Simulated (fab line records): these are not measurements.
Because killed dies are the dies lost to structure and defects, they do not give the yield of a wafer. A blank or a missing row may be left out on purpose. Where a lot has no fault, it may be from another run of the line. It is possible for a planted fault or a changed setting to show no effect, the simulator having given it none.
Split-lot experiment	flow n5_finfet	on a route of 1938 steps: 7 lots, 21 wafers read

## THE SPLIT ITSELF
At N5_BEOL_M0_CUTY_COAT_51 (resist thk 150 nm), the setting spin_rpm was moved away from the recipe's 1500 rpm on 9 of the 21 wafers read, by -10.5% to +10.8%. The other wafers ran this setting at the recipe's value.

## FROM THE SPLIT TO THE READING: what the file shows between them, 4 steps
- N5_BEOL_M0_CUTY_EBR_52
- N5_BEOL_M0_CUTY_SOFTBAKE_53: time 60 s
- N5_BEOL_M0_CUTY_EXPOSE_54: exposes mask M0 ABLK
- N5_BEOL_M0_CUTY_PEB_55: peb time 60 s

## THE READING
CAR-ArF-block_of_BEOL_M0_CUTY_COAT_51.thk_nm (the simulator's own value, which no gauge read), in nm, at N5_BEOL_M0_CUTY_DEVELOP_56 (develop time 30 s). There is no usual value for it anywhere in the file. Here, 12 wafers ran the recipe; their average is 148.5 nm with a standard deviation of 0.55 nm.

wafer	tool, chamber at the split	spin_rpm as run, rpm	against the recipe	CAR-ArF-block_of_BEOL_M0_CUTY_COAT_51.thk_nm, nm	against lot-mates on the recipe
L076.1	litho_track-05, 0	1662	+10.8%	141	-7.0
L076.3	litho_track-05, 0	1662	+10.8%	141	-7.0
L076.6	litho_track-05, 0	1500	recipe	148	-
L077.3	litho_track-01, 0	1394	-7.1%	154	+5.0
L077.4	litho_track-01, 0	1500	recipe	149	-
L077.6	litho_track-01, 0	1500	recipe	149	-
L078.2	litho_track-01, 0	1500	recipe	147.8	-
L078.4	litho_track-01, 0	1500	recipe	147.6	-
L078.5	litho_track-01, 0	1500	recipe	148	-
L081.3	litho_track-05, 0	1500	recipe	148.4	-
L081.4	litho_track-05, 0	1452	-3.2%	150.4	+2.0
L081.6	litho_track-05, 0	1452	-3.2%	150.6	+2.2
L091.2	litho_track-04, 0	1500	recipe	149	-
L091.3	litho_track-04, 0	1342	-10.5%	157	+8.0
L091.6	litho_track-04, 0	1342	-10.5%	157.6	+8.6
L093.2	litho_track-05, 0	1500	recipe	149	-
L093.4	litho_track-05, 0	1500	recipe	149.4	-
L093.5	litho_track-05, 0	1628	+8.5%	143	-6.2
L095.3	litho_track-01, 0	1500	recipe	148.6	-
L095.4	litho_track-01, 0	1500	recipe	148.8	-
L095.5	litho_track-01, 0	1425	-5.0%	153	+4.3

FIT RESULTS
A straight line over all 21 wafers: CAR-ArF-block_of_BEOL_M0_CUTY_COAT_51.thk_nm changes by -0.748 nm for each +1% of spin_rpm; r = -0.99; the points scatter about the line by 0.61 nm.
The same after taking each lot's own level away (the mean of its wafers on the recipe; 21 wafers): -0.718 nm for each +1%; r = -1.00; scatter 0.38 nm.
That fit puts the effect of the largest move of spin_rpm on the reading at 7.8 nm.
The lots' own levels span 147.80 to 149.20 nm, that is 2.5 times the standard deviation above.
Hence the lot-to-lot level has little effect on the slope; both slopes agree.
Check: with one of the wafers moved furthest among these (+10.8%) left out of the fit, the line predicts -7.81 nm for it against its lot-mates. Against them it came out at -7 nm.

## OTHER SPLITS APPLIED TO THESE WAFERS
Other splits were also applied to these wafers ahead of the reading. Each is held against what the fit with the lots' levels taken away leaves over:
other split on the same wafers	wafers away from the commonest value	r with CAR-ArF-block_of_BEOL_M0_CUTY_COAT_51.thk_nm (lot level and that fit taken away)
N5_HKMG_FIN_HK_ALD_01 ald_cycles	8	+0.10
N5_MOL_CONTACT_COAG_COAT_75 spin_rpm	6	+0.08
N5_MOL_CONTACT_COAG_DESCUM_45 time_s	9	+0.11
N5_MOL_CONTACT_COAG_ALD_133 ald_cycles	8	+0.11
N5_BEOL_M0_SAQP_COAT_08 spin_rpm	4	-0.34
N5_BEOL_M0_SAQP_EXPOSE_11 dose_mj	7	+0.46
N5_BEOL_M0_SAQP_CUT_ETCH_46 time_s	5	-0.23

## THE WHOLE CHAIN: every reading that the file lists as answering this split, in the file's order
step	what it does	reading	change (the file's fit)	r (the file's)
N5_BEOL_M0_CUTY_COAT_51	resist thk 150 nm	CAR-ArF-block_of_BEOL_M0_CUTY_COAT_51.thk_nm (the simulator's own value, which no gauge read)	-0.726 nm for each +1% of the setting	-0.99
N5_BEOL_M0_CUTY_DEVELOP_56	develop time 30 s	CAR-ArF-block_of_BEOL_M0_CUTY_COAT_51.thk_nm (the simulator's own value, which no gauge read)	-0.725 nm for each +1% of the setting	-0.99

## FILE'S OWN FIT
CAR-ArF-block_of_BEOL_M0_CUTY_COAT_51.thk_nm changes by -0.725 nm for each +1% of spin_rpm, r = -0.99.
